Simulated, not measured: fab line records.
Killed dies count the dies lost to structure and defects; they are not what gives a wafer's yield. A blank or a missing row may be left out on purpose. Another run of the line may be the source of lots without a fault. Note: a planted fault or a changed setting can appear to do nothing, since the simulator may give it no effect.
Chamber matching	flow nand_harc	NHARC_P_BONDPAD_ETCH_37 on rie_diel-05: 4 sister chambers
The step etches the open film in N2/H2, target depth 60 nm, overetch 18 nm, time 65.91 s. 22 wafers are shown with their chamber, then 11 later ones without.

== WAFERS PAIRED WITH THEIR CHAMBERS ==
wafer	chamber	showerhead_plenum_p_Torr (Torr)	drypump_motor_current_A (A)	rf_vpp_V (V)
L075.1	2	2.17	5.5	433.2
L075.2	0	2.01	6.3	427.7
L075.5	1	2.07	4.9	429.8
L079.2	3	1.95	5.6	428.1
L079.5	0	2.01	6.3	429.9
L079.6	1	2.07	4.9	430.5
L083.2	3	1.95	5.6	427.8
L083.5	3	1.95	5.6	428.7
L083.6	2	2.17	5.5	433.9
L087.1	0	2.00	6.3	428.9
L087.3	1	2.07	5.0	430.6
L087.5	1	2.07	4.9	432.6
L089.3	1	2.07	4.9	429.8
L089.5	3	1.95	5.6	427.7
L089.6	2	2.17	5.5	434.7
L088.1	1	2.07	5.0	430.7
L088.3	3	1.95	5.5	427.8
L088.6	2	2.17	5.5	433.9
L090.1	0	2.00	6.3	428.9
L090.3	2	2.17	5.5	433.2
L090.5	2	2.17	5.5	434.3
L091.1	2	2.17	5.5	434.2

SIGNATURES (averages over the wafers above)
reading	chamber 0	chamber 1	chamber 2	chamber 3	scatter within a chamber
showerhead_plenum_p_Torr	2.0050	2.0700	2.1700	1.9500	0.00236
drypump_motor_current_A	6.300	4.933	5.500	5.580	0.0344
rf_vpp_V	428.850	430.667	433.914	428.020	0.754
Rule: for each reading, subtract the chamber's mean from the wafer's reading, divide by that reading's scatter and square the result; add these up over the readings and take the root, which gives the wafer's distance from the chamber. The wafer belongs to the nearest chamber; if the next one is less than 2 further off, it can't be placed. The scatter: take each reading less its chamber's mean, square it, sum over the shown wafers, divide by the number of wafers less the number of chambers, and take the root.

== WAFERS WITH NO CHAMBER GIVEN ==
wafer	showerhead_plenum_p_Torr (Torr)	drypump_motor_current_A (A)	rf_vpp_V (V)
L091.3	2.00	6.3	429.7
L091.6	2.00	6.3	429.3
L092.3	2.00	6.3	430.5
L092.4	2.07	4.9	432.2
L092.6	1.95	5.6	426.8
L095.1	2.00	6.3	429.6
L095.4	1.95	5.6	428.2
L095.5	1.95	5.6	425.6
L097.2	2.00	6.3	429.5
L097.4	2.07	4.9	431.1
L097.5	2.17	5.5	433.6

== EACH ONE'S CHAMBER ==
wafer	from the rows above	in truth
L091.3	0	0
L091.6	0	0
L092.3	0	0
L092.4	1	1
L092.6	3	3
L095.1	0	0
L095.4	3	3
L095.5	3	3
L097.2	0	0
L097.4	1	1
L097.5	2	2
Placed correctly: 11 of 11. From these rows, 0 cannot be placed. Number placed wrongly: 0.
